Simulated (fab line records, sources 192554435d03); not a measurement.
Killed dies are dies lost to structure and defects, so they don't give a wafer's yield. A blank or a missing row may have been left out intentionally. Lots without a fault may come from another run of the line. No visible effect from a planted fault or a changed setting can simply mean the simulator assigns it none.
Which tool did it?    flow n5Finfet    30 wafers sampled from 10 lots at 1 step of a route of 1938

WHAT EACH GAUGE READ, for each wafer
N5_BEOL_M15_RS_MEAS_54: measurement is done with a four-point probe.
lot   measured      on            M15_RS (ohm/sq)
L149  day 11 13:08  filmMetro-02  0.0212 0.0219 0.0215
L151  day 11 15:38  filmMetro-01  0.0220 0.0217 0.0214
L152  day 12 02:17  filmMetro-01  0.0211 0.0218 0.0211
L157  day 13 19:25  filmMetro-02  0.0214 0.0219 0.0213
L159  day 14 03:26  filmMetro-02  0.0217 0.0221 0.0220
L158  day 14 04:24  filmMetro-02  0.0221 0.0221 0.0222
L164  day 15 09:53  filmMetro-02  0.0212 0.0216 0.0217
L168  day 16 16:29  filmMetro-01  0.0212 0.0213 0.0214
L169  day 17 08:08  filmMetro-02  0.0217 0.0213 0.0218
L171  day 17 22:22  filmMetro-02  0.0219 0.0216 0.0212

TOOL THAT RAN EACH LOT (tool first, then ch and the chambers of the sampled wafers, then the start)
Record: no process step prior to these readings.

WHAT THE TOOLS THEMSELVES READ (means of the sampled wafers that have a number; where no wafer has one, the mark that the record gives instead)
The record holds no such reading with a usual standard deviation.

THE ANSWER, worked out from the rows above alone
Rule: what is usual is taken from the lots themselves. The widest of any qualifying gaps counts: lots, ordered by their means at a reading, are off when they make up no more than a third of the lots, leave a main group of 4 or more, and stand apart from it by 3 or more times the standard deviation of that group's means. A main group is skipped when, at the precision printed for the reading in the tables above, its means are all equal. A lot without any number at a reading at which 4 lots or more have one is off too. All remaining lots with rows at the step are treated as sound. The gauges are gone through in route order, then the tools' own readings, and for those a lot's mean is taken as printed above. At the first step where some lot is off, the reading lying furthest off is the one used; lots without a number count as furthest.
Across all readings shown, no lot is off: no conclusion can be drawn from this.

WHAT THE SIMULATOR HAD INSERTED
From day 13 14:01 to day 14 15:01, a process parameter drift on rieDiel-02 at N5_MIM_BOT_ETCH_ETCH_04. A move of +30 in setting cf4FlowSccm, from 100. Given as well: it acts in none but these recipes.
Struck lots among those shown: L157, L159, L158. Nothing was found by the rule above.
